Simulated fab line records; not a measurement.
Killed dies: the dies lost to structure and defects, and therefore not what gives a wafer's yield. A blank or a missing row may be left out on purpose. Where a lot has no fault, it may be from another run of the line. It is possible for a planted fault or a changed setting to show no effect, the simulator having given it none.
Matching of chambers	flow n5Finfet	N5_BEOL_M3_ALD_98 on aldSin-01 has 4 sister chambers
The step deposits SiO2, target thk 2.5 nm, pulse time 1 s, co reactant pulse time 1 s. 27 wafers are shown with their chamber, then 12 later ones without.

EACH WAFER AND ITS CHAMBER
wafer	chamber	heaterPowerW (W)	precursorPulseHeightRel
L075.2	0	69	1.025
L075.5	2	87	0.980
L075.6	1	63	1.006
L077.2	3	85	0.985
L077.5	2	89	0.980
L077.6	1	65	1.014
L080.1	0	68	0.998
L080.3	2	86	0.993
L080.4	3	85	1.023
L082.2	2	88	1.012
L082.4	0	68	1.009
L082.6	1	63	1.028
L081.1	1	65	0.978
L081.3	2	88	1.023
L081.5	3	85	0.994
L083.1	0	68	1.011
L083.5	0	69	1.005
L083.6	1	63	0.987
L085.1	1	63	0.998
L085.4	2	86	0.988
L085.5	1	65	0.976
L088.2	2	92	0.990
L088.3	0	68	1.001
L088.5	1	65	0.985
L090.3	1	65	0.992
L090.4	0	68	0.982
L090.6	0	69	1.022

SIGNATURES, as means of the wafers listed above
reading	chamber 0	chamber 1	chamber 2	chamber 3	scatter within a chamber
heaterPowerW	68.38	64.11	88.00	85.00	1.26
precursorPulseHeightRel	1.00662	0.99600	0.99514	1.00067	0.0163
Rule: for each reading, subtract the chamber's mean from the wafer's reading, divide by that reading's scatter and square the result; add these up over the readings and take the root, which gives the wafer's distance from the chamber. If the next closest chamber is less than 2 further off than the closest, the wafer can't be placed; otherwise it belongs to the closest. The scatter: take each reading less its chamber's mean, square it, sum over the shown wafers, divide by the number of wafers less the number of chambers, and take the root.

WAFERS MISSING THEIR CHAMBER
wafer	heaterPowerW (W)	precursorPulseHeightRel
L091.1	65	0.985
L091.3	70	1.001
L091.4	84	1.022
L094.1	64	0.967
L094.4	68	0.987
L094.6	88	0.977
L095.1	89	0.990
L095.3	67	1.005
L095.4	86	1.008
L096.2	67	1.026
L096.3	64	0.987
L096.4	83	1.008

WHICH CHAMBER EACH WENT THROUGH
wafer	from the rows above	in truth
L091.1	1	1
L091.3	0	0
L091.4	3	3
L094.1	1	1
L094.4	can't be placed: 0 or 1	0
L094.6	can't be placed: 2 or 3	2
L095.1	2	2
L095.3	can't be placed: 0 or 1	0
L095.4	can't be placed: 3 or 2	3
L096.2	can't be placed: 0 or 1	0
L096.3	1	1
L096.4	3	3
Correct placement for 7 of the 12. Cannot be placed on the basis of these rows: 5; the candidates contain the true chamber in 5. Number placed wrongly: 0.
